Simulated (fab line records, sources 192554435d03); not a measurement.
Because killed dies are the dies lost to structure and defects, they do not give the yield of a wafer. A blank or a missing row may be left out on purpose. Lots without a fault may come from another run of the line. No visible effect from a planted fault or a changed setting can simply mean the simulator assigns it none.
fab line records	flow n5_finfet
[record] lots = 6	wafers = 18	last_day = 20
route steps=1938 shown BEOL_M6@1200
lots that met no fault: taken from a fault-free run of the same line
start_h: hours from the record's first day to the start of the lot's first wafer shown	wait_h: time in hours since the lot's previous step	" the same as in the row above	L1.1+2: a row that stands for several wafers	- no value, or no start was given	* or withheld: withheld	< > ~ a bound
route shown NAME@n: a module of which the file shows steps, and the number in the route of the first	usual: mean/standard deviation of fault-free wafers	same: alike in all rows	chamber/n: place in a boat	sites: each site's reading	_std_site: their standard deviation	_edge_site: mean of outer sites minus mean of inner sites	radius_mm: how far each site lies from the wafer's centre	mask NAME#n: copy n	behind: the most recent tool/chamber to have shaped the wafer	hold: reason for holding the lot/hours on hold/outcome of the hold	device: transistor that didn't switch, given as n, p or np	end of line: at the end of the route, the tests of the same wafers	where a step has no rows: the recipe by itself	killed: count of dies lost to structure and defects at first sort (not the wafer's yield)	map: shows each die of a wafer: x if killed, . if not, _ if none is there
set.NAME: the setting that was run; set.NAME@STEP: the one run at that earlier step	model.NAME: the simulator's own value behind a step, which no gauge read
a table for each step, a row for each wafer; lots at some steps of the route
services: from which hour (start_h, from the record's first day; less than 0 if before it) a tool's chamber was out of use, for how many hours, and why
[[steps]]
[step N5_BEOL_M6_COAT_60]
[recipe] resist = SiARC	temp_c = 220	time_s = 60	spin_rpm = 1500	resist_thk_nm = 35
[step N5_BEOL_M6_COAT_05]
[recipe] resist = CAR-ArF	spin_rpm = 1500	resist_thk_nm = 90
[step N5_BEOL_M6_EBR_07]
[recipe] solvent = PGMEA	ebr_width_mm = 1.5
[step N5_BEOL_M6_SOFTBAKE_06]
[recipe] temp_c = 110	time_s = 60	resist = CAR-ArF
[step N5_BEOL_M6_EXPOSE_08]
[recipe] mask_id = M6	na = 1.35	source_shape = dipole	sigma_inner = 0.817	sigma_outer = 0.97	polarization = te	dose_mj = 68.25
[step N5_BEOL_M6_PEB_09]
[recipe] peb_temp_c = withheld	peb_time_s = 60	resist = CAR-ArF
[step N5_BEOL_M6_DEVELOP_10]
[recipe] develop_time_s = 30	developer = TMAH	resist = CAR-ArF	rinse_liquid = diw	dry = air_spin	dev_temp_c = 23
[step N5_BEOL_M6_CD_MEAS_11]
[recipe] target_cd_nm = 38.5	landing_energy_ev = 500	detector = se_inlens	polarity = opening
[usual] cd_nm = 38.3/0.56
lot.wafer	tool	chamber	start_h	wait_h	cd_nm
L931.1	cd_sem-02	0	244.98	-	39.4
L931.2	"	0	"	"	38.5
L931.6	"	0	"	"	38.6
L933.1	cd_sem-02	0	249.02	-	38.9
L933.2	"	0	"	"	38.4
L933.5	"	0	"	"	38.9
L939.2	cd_sem-01	0	301.40	-	38.6
L939.4	"	0	"	"	38.9
L939.5	"	0	"	"	38.6
L944.3	cd_sem-03	0	330.62	-	38.9
L944.4	"	0	"	"	37.6
L944.5	"	0	"	"	38.8
L947.1	cd_sem-01	0	342.72	-	37.7
L947.2	"	0	"	"	38.0
L947.4	"	0	"	"	38.6
L951.1	cd_sem-01	0	396.44	-	38.1
L951.2	"	0	"	"	38.3
L951.4	"	0	"	"	37.9
[step N5_BEOL_M6_OVL_MEAS_12]
[recipe] points_per_wafer = 44
[usual] M6_OVL = -0.2/0.77
lot.wafer	tool	chamber	start_h	wait_h	M6_OVL[nm]
L931.1	overlay-02	0	245.01	0.0	-0.4
L931.2	"	0	"	"	-0.4
L931.6	"	0	"	"	-0.5
L933.1	overlay-02	0	249.05	0.0	0.5
L933.2	"	0	"	"	-0.3
L933.5	"	0	"	"	0.3
L939.2	overlay-01	0	301.43	0.0	-1.2
L939.4	"	0	"	"	-2.0
L939.5	"	0	"	"	-0.7
L944.3	overlay-01	0	330.65	0.0	0.4
L944.4	"	0	"	"	-0.8
L944.5	"	0	"	"	-0.8
L947.1	overlay-02	0	342.75	0.0	-0.1
L947.2	"	0	"	"	1.2
L947.4	"	0	"	"	0.9
L951.1	overlay-01	0	396.47	0.0	-1.3
L951.2	"	0	"	"	-0.6
L951.4	"	0	"	"	0.0
[step N5_BEOL_M6_INSPECT_13]
[recipe] mode = adi	inspect_instrument = brightfield
[usual] raw_defect_count = 401/91
lot.wafer	tool	chamber	start_h	wait_h	raw_defect_count
L931.1	defect_inspect-02	-	245.03	0.0	438
L931.2	"	-	"	"	445
L931.6	"	-	"	"	481
L933.1	defect_inspect-01	-	249.07	0.0	408
L933.2	"	-	"	"	382
L933.5	"	-	"	"	477
L939.2	defect_inspect-02	-	301.45	0.0	464
L939.4	"	-	"	"	528
L939.5	"	-	"	"	365
L944.3	defect_inspect-02	-	330.67	0.0	503
L944.4	"	-	"	"	544
L944.5	"	-	"	"	320
L947.1	defect_inspect-02	-	342.78	0.0	226
L947.2	"	-	"	"	311
L947.4	"	-	"	"	321
L951.1	defect_inspect-02	-	396.49	0.0	493
L951.2	"	-	"	"	363
L951.4	"	-	"	"	417
[step N5_BEOL_M6_DESCUM_16]
[recipe] chemistry = O2	time_s = 7.9	source_power_w = 50	bias_power_w = 20	pressure_mtorr = 20	rf_frequency_hz = 2.712e+07	temp_c = 40	resist = CAR-ArF	o2_flow_sccm = 225
[usual] drypump_motor_current_A = 5.8/0.53	oes_product_au = 0.80/0.11	rf_fwd_power_W = 49.41/0.21	rf_vpp_V = 243.2/1.5	showerhead_plenum_p_Torr = 2.11/0.085	throttle_valve_pct = 20.4/0.33
lot.wafer	tool	chamber	start_h	wait_h	drypump_motor_current_A	oes_product_au	rf_fwd_power_W	rf_hours_counter_h	rf_vpp_V	showerhead_plenum_p_Torr	throttle_valve_pct
L931.1	rie_diel-03	1	245.15	0.1	5.9	0.75	49.33	184	244.9	2.19	21.0
L931.2	"	3	"	"	6.1	0.67	49.40	255	240.6	1.97	20.4
L931.6	"	2	"	"	5.6	0.72	49.28	-	241.2	1.99	20.4
L933.1	rie_diel-02	2	249.49	0.4	5.2	0.98	49.56	4	241.9	2.05	20.1
L933.2	"	0	"	"	6.1	0.89	49.62	40	245.5	2.23	19.9
L933.5	"	3	"	"	6.3	0.70	49.22	-	241.4	1.99	20.2
L939.2	rie_diel-03	1	301.48	0.0	5.9	0.73	49.15	207	242.8	2.18	21.1
L939.4	"	2	"	"	5.7	0.70	49.63	221	240.7	1.98	20.4
L939.5	"	0	"	"	4.9	0.86	49.30	-	242.0	2.05	20.1
L944.3	rie_diel-03	1	330.70	0.0	5.9	0.73	49.26	216	243.3	2.17	21.1
L944.4	"	0	"	"	4.9	0.85	49.39	54	241.9	2.04	20.1
L944.5	"	3	"	"	6.1	0.93	49.42	-	243.8	2.23	20.1
L947.1	rie_diel-06	3	343.13	0.4	6.8	0.92	49.52	21	244.2	2.12	20.0
L947.2	"	2	"	"	6.2	0.93	49.60	11	242.1	2.16	20.4
L947.4	"	0	"	"	5.9	0.70	49.55	-	245.7	2.13	20.5
L951.1	rie_diel-06	2	396.53	0.0	6.2	0.89	49.50	38	242.1	2.15	20.4
L951.2	"	3	"	"	6.8	0.87	49.65	47	243.7	2.11	20.0
L951.4	"	2	"	"	6.2	0.88	49.35	-	242.5	2.15	20.4
[step N5_BEOL_M6_ETCH_61]
[recipe] chemistry = CF4	target = SiARC	target_depth_a = 455	mask_material = CAR-ArF	time_s = 75.8	ion_energy_ev = 80	pressure_mtorr = 40	source_w = 545	bias_w = 36	Ar_flow_sccm = 100	cf4_flow_sccm = 100	ends = cleared
[usual] drypump_motor_current_A = 5.8/0.53	etch_rf_on_time_s = 75.0/1.8	oes_product_au = 0.69/0.092	rf_fwd_power_W = 539.6/2.1	rf_vpp_V = 184.1/1.2	showerhead_plenum_p_Torr = 2.15/0.078	throttle_valve_pct = 15.5/0.32
lot.wafer	tool	chamber	start_h	wait_h	drypump_motor_current_A	etch_rf_on_time_s	oes_product_au	rf_fwd_power_W	rf_hours_counter_h	rf_vpp_V	showerhead_plenum_p_Torr	throttle_valve_pct
L931.1	rie_diel-03	1	245.19	0.0	5.9	72.7	0.66	537.5	184	185.6	2.22	16.1
L931.2	"	3	"	"	6.1	76.6	0.57	539.2	255	181.9	2.01	15.6
L931.6	"	2	"	"	5.6	77.9	0.60	541.7	-	184.7	2.04	15.7
L933.1	rie_diel-02	2	249.52	0.0	5.2	72.0	0.85	542.4	4	184.3	2.12	15.3
L933.2	"	0	"	"	6.1	73.0	0.77	539.8	40	185.0	2.26	15.0
L933.5	"	3	"	"	6.3	74.6	0.61	536.4	-	183.0	2.04	15.5
L939.2	rie_diel-03	1	301.52	0.0	6.0	72.6	0.64	540.0	207	184.7	2.21	16.1
L939.4	"	2	"	"	5.6	77.1	0.59	540.7	221	182.5	2.04	15.7
L939.5	"	0	"	"	4.9	72.4	0.74	540.0	-	184.0	2.10	15.4
L944.3	rie_diel-03	1	330.74	0.0	5.9	73.2	0.64	540.1	216	185.9	2.21	16.1
L944.4	"	0	"	"	4.9	73.0	0.73	537.7	54	183.1	2.10	15.3
L944.5	"	3	"	"	6.1	76.1	0.80	539.3	-	185.6	2.26	15.2
L947.1	rie_diel-06	3	343.17	0.0	6.8	76.3	0.77	538.7	21	183.8	2.20	15.3
L947.2	"	2	"	"	6.2	74.3	0.80	541.6	11	184.7	2.17	15.3
L947.4	"	0	"	"	5.9	75.6	0.59	543.3	-	186.0	2.19	15.8
L951.1	rie_diel-06	2	396.56	0.0	6.1	75.0	0.74	540.1	38	184.4	2.16	15.3
L951.2	"	3	"	"	6.8	76.4	0.73	541.8	47	184.3	2.19	15.4
L951.4	"	2	"	"	6.1	74.3	0.75	540.6	-	185.1	2.16	15.3
[step N5_BEOL_M6_ETCH_62]
[recipe] chemistry = N2/H2	target = SOC	target_depth_a = 1100	overetch_a = 220	mask_material = SiARC	temp_c = 40	time_s = 165	ion_energy_ev = 200	pressure_mtorr = 30	source_w = 840	bias_w = 150	n2_flow_sccm = 200	h2_flow_sccm = 200
[usual] drypump_motor_current_A = 5.8/0.54	oes_product_au = 0.68/0.085	rf_fwd_power_W = 837.8/2.7	rf_vpp_V = 524.2/2.8	showerhead_plenum_p_Torr = 2.56/0.1	throttle_valve_pct = 17.8/0.37
lot.wafer	tool	chamber	start_h	wait_h	drypump_motor_current_A	oes_product_au	rf_fwd_power_W	rf_hours_counter_h	rf_vpp_V	showerhead_plenum_p_Torr	throttle_valve_pct	model.SiARC_of_BEOL_M6_COAT_60.thk_nm
L931.1	rie_diel-03	1	245.24	0.0	6.0	0.64	834.3	184	525.7	2.64	18.5	28.2
L931.2	"	3	"	"	6.1	0.57	836.6	255	519.7	2.39	17.8	28.4
L931.6	"	2	"	"	5.7	0.61	844.1	-	520.0	2.41	17.8	28.8
L933.1	rie_diel-02	2	249.58	0.0	5.2	0.81	838.7	4	522.3	2.48	17.5	28
L933.2	"	0	"	"	6.1	0.75	841.4	40	528.4	2.70	17.2	28
L933.5	"	3	"	"	6.3	0.60	838.9	-	519.7	2.42	17.7	28.4
L939.2	rie_diel-03	1	301.58	0.0	5.9	0.63	832.6	207	527.6	2.63	18.5	28
L939.4	"	2	"	"	5.6	0.59	839.7	222	520.5	2.40	17.9	28.6
L939.5	"	0	"	"	4.9	0.65	836.5	-	522.7	2.49	17.4	26.2
L944.3	rie_diel-03	1	330.79	0.0	6.0	0.62	834.4	216	525.6	2.62	18.5	28
L944.4	"	0	"	"	4.9	0.64	837.8	54	521.6	2.48	17.5	26.4
L944.5	"	3	"	"	6.1	0.78	838.3	-	528.9	2.70	17.3	28.2
L947.1	rie_diel-06	3	343.22	0.0	6.8	0.77	837.6	21	526.6	2.60	17.5	28.4
L947.2	"	2	"	"	6.2	0.78	844.5	11	525.6	2.61	17.7	28
L947.4	"	0	"	"	5.9	0.59	838.5	-	525.3	2.61	18.1	28
L951.1	rie_diel-06	2	396.62	0.0	6.2	0.73	836.1	38	526.7	2.60	17.8	28.2
L951.2	"	3	"	"	6.8	0.72	838.1	47	525.0	2.59	17.6	28.4
L951.4	"	2	"	"	6.2	0.73	835.0	-	525.5	2.60	17.8	28.2
[step N5_BEOL_M6_STRIP_68]
[recipe] chemistry = N2/H2	temp_c = 40	n2_flow_sccm = 200	h2_flow_sccm = 200	rf_frequency_hz = 6e+07
[step N5_BEOL_M6_STRIP_67]
[recipe] chemistry = CF4	resist = SiARC	power_w = 300	bias_power_w = 75	pressure_mtorr = 50	cf4_flow_sccm = 150	rf_frequency_hz = 6e+07
[usual] drypump_motor_current_A = 5.8/0.54	oes_product_au = 0.80/0.1	rf_vpp_V = 271.4/1.7	showerhead_plenum_p_Torr = 1.81/0.059	throttle_valve_pct = 13.5/0.35
lot.wafer	tool	chamber	start_h	wait_h	drypump_motor_current_A	oes_product_au	rf_hours_counter_h	rf_vpp_V	showerhead_plenum_p_Torr	throttle_valve_pct
L931.1	rie_diel-03	1	245.39	0.0	5.9	0.75	184	271.7	1.85	14.0
L931.2	"	3	"	"	6.1	0.67	255	271.0	1.69	13.7
L931.6	"	2	"	"	5.6	0.71	-	270.1	1.73	13.7
L933.1	rie_diel-02	2	249.73	0.0	5.2	0.96	4	272.3	1.78	13.3
L933.2	"	0	"	"	6.1	0.89	40	273.7	1.88	13.0
L933.5	"	3	"	"	6.3	0.71	-	270.3	1.71	13.5
L939.2	rie_diel-03	1	301.72	0.0	5.9	0.74	207	272.0	1.84	14.1
L939.4	"	2	"	"	5.6	0.70	222	268.8	1.72	13.8
L939.5	"	0	"	"	4.9	0.85	-	270.3	1.77	13.3
L944.3	rie_diel-03	1	330.94	0.0	5.9	0.73	216	273.4	1.84	14.1
L944.4	"	0	"	"	4.9	0.83	54	269.4	1.77	13.3
L944.5	"	3	"	"	6.1	0.94	-	274.5	1.89	13.1
L947.1	rie_diel-06	3	343.37	0.0	6.8	0.91	21	272.0	1.85	13.3
L947.2	"	2	"	"	6.2	0.92	11	273.0	1.82	13.2
L947.4	"	0	"	"	5.9	0.69	-	270.9	1.84	13.9
L951.1	rie_diel-06	2	396.76	0.0	6.2	0.86	38	271.9	1.82	13.3
L951.2	"	3	"	"	6.8	0.86	47	272.8	1.84	13.3
L951.4	"	2	"	"	6.2	0.86	-	272.0	1.82	13.3
[step N5_BEOL_M6_HM_OPEN_17]
[recipe] chemistry = Cl2/BCl3	target_depth_a = 200	overetch_a = 60	target = TiN	mask_material = SOC	ion_energy_ev = 150	pressure_mtorr = 10	icp_w = 1000	bias_w = 126	Cl2_flow_sccm = 53.25	bcl3_flow_sccm = 21.75	Ar_flow_sccm = 25
[usual] drypump_motor_current_A = 5.6/0.59	oes_product_au = 0.70/0.087	rf_fwd_power_W = 993/3.2	throttle_valve_pct = 22.05/0.24
lot.wafer	tool	chamber	start_h	wait_h	drypump_motor_current_A	oes_product_au	rf_fwd_power_W	rf_hours_counter_h	throttle_valve_pct	model.etch.depth_nm
L931.1	rie_metal-01	0	245.43	0.0	5.0	0.71	988	28	22.04	20.5
L931.2	"	1	"	"	5.7	0.67	993	34	21.80	20.14
L931.6	"	0	"	"	5.0	0.71	993	-	22.05	20.5
L933.1	rie_metal-01	1	249.77	0.0	5.6	0.68	993	34	21.78	20.33
L933.2	"	0	"	"	4.9	0.71	993	28	22.07	20.18
L933.5	"	1	"	"	5.6	0.68	995	-	21.80	20.34
L939.2	rie_metal-02	0	301.76	0.0	4.9	0.80	991	4	21.78	20.26
L939.4	"	1	"	"	6.4	0.72	996	-	22.26	20.05
L939.5	"	1	"	"	6.3	0.64	996	-	22.38	16.42
L944.3	rie_metal-03	0	331.01	0.1	5.1	0.65	995	-	22.41	20.12
L944.4	"	1	"	"	6.0	0.74	995	-	21.87	16.15
L944.5	"	0	"	"	5.1	0.66	994	-	22.40	20.44
L947.1	rie_metal-03	1	343.42	0.0	6.0	0.82	998	3	21.75	20.47
L947.2	"	1	"	"	6.0	0.81	997	-	21.76	20.08
L947.4	"	1	"	"	6.0	0.81	1001	-	21.76	20.02
L951.1	rie_metal-01	1	396.80	0.0	5.7	0.65	991	45	21.81	20.24
L951.2	"	0	"	"	5.0	0.67	993	41	22.10	20.14
L951.4	"	1	"	"	5.7	0.64	993	-	21.85	19.96
[step N5_BEOL_M6_STRIP_19]
[recipe] chemistry = O2	power_w = 400	temp_c = 40	pressure_mtorr = 30	rf_frequency_hz = 6e+07	bias_power_w = 0	overash_fraction = 0.2	o2_flow_sccm = 225
[usual] drypump_motor_current_A = 5.7/0.52	oes_product_au = 0.80/0.098	rf_vpp_V = 3.6/0.54	showerhead_plenum_p_Torr = 2.10/0.085	throttle_valve_pct = 16.6/0.33
lot.wafer	tool	chamber	start_h	wait_h	drypump_motor_current_A	oes_product_au	rf_hours_counter_h	rf_vpp_V	showerhead_plenum_p_Torr	throttle_valve_pct
L931.1	rie_diel-03	0	245.58	0.1	4.8	0.90	22	3.4	2.06	16.3
L931.2	"	2	"	"	5.6	0.71	198	2.4	1.99	16.7
L931.6	"	1	"	"	5.9	0.75	-	4.8	2.19	17.2
L933.1	rie_diel-03	0	249.97	0.2	4.9	0.90	24	4.6	2.06	16.3
L933.2	"	1	"	"	5.9	0.74	187	2.1	2.19	17.2
L933.5	"	2	"	"	5.6	0.70	-	3.3	1.99	16.7
L939.2	rie_diel-03	3	301.88	0.1	6.1	0.96	11	3.2	2.24	16.3
L939.4	"	2	"	"	5.6	0.69	222	3.0	1.98	16.7
L939.5	"	1	"	"	6.0	0.72	-	3.5	2.18	17.3
L944.3	rie_diel-02	2	331.09	0.1	5.2	0.89	34	4.6	2.05	16.4
L944.4	"	3	"	"	6.4	0.69	238	3.1	1.98	16.5
L944.5	"	2	"	"	5.2	0.88	-	3.9	2.05	16.4
L947.1	rie_diel-02	0	343.62	0.2	6.1	0.84	77	4.2	2.22	16.2
L947.2	"	2	"	"	5.2	0.87	38	2.8	2.05	16.4
L947.4	"	1	"	"	5.5	0.91	19	3.4	2.07	16.8
L951.1	rie_diel-06	3	396.95	0.1	6.8	0.87	47	4.0	2.12	16.3
L951.2	"	2	"	"	6.2	0.87	38	4.0	2.15	16.6
L951.4	"	3	"	"	6.8	0.86	-	3.6	2.12	16.3
[[services]]
tool	chamber	start_h	hours	kind
rie_diel-03	2	232.24	9.5	repair
rie_diel-06	-	234.94	0.5	repair
rie_diel-03	3	245.80	5.4	repair
rie_diel-03	3	251.28	-	clean
rie_diel-03	3	251.28	-	consumable_replace:focus_ring
rie_diel-03	3	251.28	-	consumable_replace:showerhead
rie_diel-03	3	251.28	21.2	scheduled_down
rie_diel-03	3	251.28	21.2	vent_cycle
rie_diel-06	3	268.66	-	clean
rie_diel-06	3	268.66	-	consumable_replace:focus_ring
rie_diel-06	3	268.66	20.6	scheduled_down
rie_diel-06	3	268.66	20.6	vent_cycle
rie_metal-02	-	325.49	1.1	repair
rie_diel-02	-	336.28	0.6	repair
rie_metal-01	1	339.18	17.2	repair
rie_metal-03	0	339.98	5.8	repair
rie_metal-01	1	374.88	1.7	repair
rie_metal-02	0	383.10	15.2	repair
rie_diel-06	0	391.80	48.8	repair
rie_diel-03	2	392.46	-	clean
rie_diel-03	2	392.46	-	consumable_replace:focus_ring
rie_diel-03	2	392.46	-	consumable_replace:showerhead
rie_diel-03	2	392.46	18.3	scheduled_down
rie_diel-03	2	392.46	18.3	vent_cycle
[[key]]
first_sign none at tools or gauges
[model_effect] step = N5_BEOL_M6_ETCH_62	value = SiARC_of_BEOL_M6_COAT_60.thk_nm	without = 28	struck = 26.3
[model_effect] step = N5_BEOL_M6_HM_OPEN_17	value = etch.depth_nm	without = 20.34	struck = 16.29
met_at N5_BEOL_M6_ETCH_62
struck_wafers L939.5,L944.4
[fault] kind = process_parameter_drift	tool = rie_diel-03	chamber = 0	onset_h = 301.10	steps = N5_BEOL_M6_ETCH_62	channel = time_s	offset = *	shape = step	end_h = 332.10	acts_in = *	stated = *
